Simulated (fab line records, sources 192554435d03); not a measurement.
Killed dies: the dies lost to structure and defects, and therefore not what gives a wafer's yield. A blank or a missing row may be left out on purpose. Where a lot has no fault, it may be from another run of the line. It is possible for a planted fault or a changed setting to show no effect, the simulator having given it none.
Chamber matching || flow n5_finfet || N5_BEOL_M4_ETCH_74 on rie_diel-01: 4 sister chambers
The step etches underlayer in N2/H2, target depth 6.5 nm, time 5.2 s. 7 wafers are shown with their chamber, then 7 later ones without.

WAFERS WITH THEIR CHAMBER
{"wafer": "L079.3", "chamber": 1, "throttle_valve_pct (%)": 17.91, "showerhead_plenum_p_Torr (Torr)": 2.51}
{"wafer": "L086.1", "chamber": 2, "throttle_valve_pct (%)": 17.86, "showerhead_plenum_p_Torr (Torr)": 2.51}
{"wafer": "L087.4", "chamber": 3, "throttle_valve_pct (%)": 18.10, "showerhead_plenum_p_Torr (Torr)": 2.44}
{"wafer": "L089.1", "chamber": 3, "throttle_valve_pct (%)": 18.09, "showerhead_plenum_p_Torr (Torr)": 2.44}
{"wafer": "L089.4", "chamber": 0, "throttle_valve_pct (%)": 17.64, "showerhead_plenum_p_Torr (Torr)": 2.44}
{"wafer": "L092.1", "chamber": 0, "throttle_valve_pct (%)": 17.62, "showerhead_plenum_p_Torr (Torr)": 2.44}
{"wafer": "L092.2", "chamber": 2, "throttle_valve_pct (%)": 17.92, "showerhead_plenum_p_Torr (Torr)": 2.50}

WAFERS WHOSE CHAMBER IS MISSING
{"wafer": "L092.3", "throttle_valve_pct (%)": 17.48, "showerhead_plenum_p_Torr (Torr)": 2.51}
{"wafer": "L094.1", "throttle_valve_pct (%)": 18.11, "showerhead_plenum_p_Torr (Torr)": 2.43}
{"wafer": "L094.4", "throttle_valve_pct (%)": 17.90, "showerhead_plenum_p_Torr (Torr)": 2.50}
{"wafer": "L094.6", "throttle_valve_pct (%)": 17.68, "showerhead_plenum_p_Torr (Torr)": 2.44}
{"wafer": "L096.1", "throttle_valve_pct (%)": 18.08, "showerhead_plenum_p_Torr (Torr)": 2.43}
{"wafer": "L096.2", "throttle_valve_pct (%)": 17.67, "showerhead_plenum_p_Torr (Torr)": 2.44}
{"wafer": "L096.5", "throttle_valve_pct (%)": 18.13, "showerhead_plenum_p_Torr (Torr)": 2.43}

CHAMBER TAKEN BY EACH
{"wafer": "L092.3", "from the rows above": "can't be placed: 2 or 1", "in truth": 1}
{"wafer": "L094.1", "from the rows above": 3, "in truth": 3}
{"wafer": "L094.4", "from the rows above": "can't be placed: 2 or 1", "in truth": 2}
{"wafer": "L094.6", "from the rows above": 0, "in truth": 0}
{"wafer": "L096.1", "from the rows above": 3, "in truth": 3}
{"wafer": "L096.2", "from the rows above": 0, "in truth": 0}
{"wafer": "L096.5", "from the rows above": 3, "in truth": 3}
Correct placement for 5 of the 7. These rows do not allow placing 2 (true chamber among the candidates in 2). Placed wrongly: 0.
How it was worked out, from the rows above alone: a wafer's distance from a chamber is the root of the sum, over the readings, of the square of ((its reading less the chamber's mean) divided by the reading's scatter). If the next closest chamber is less than 2 further off than the closest, the wafer can't be placed; otherwise it belongs to the closest. The mean given for a chamber averages the wafers shown for that chamber. How the scatter is found: for the shown wafers, subtract from each reading the mean of its chamber, square and add these, divide the total by (wafers less chambers), then take the root.
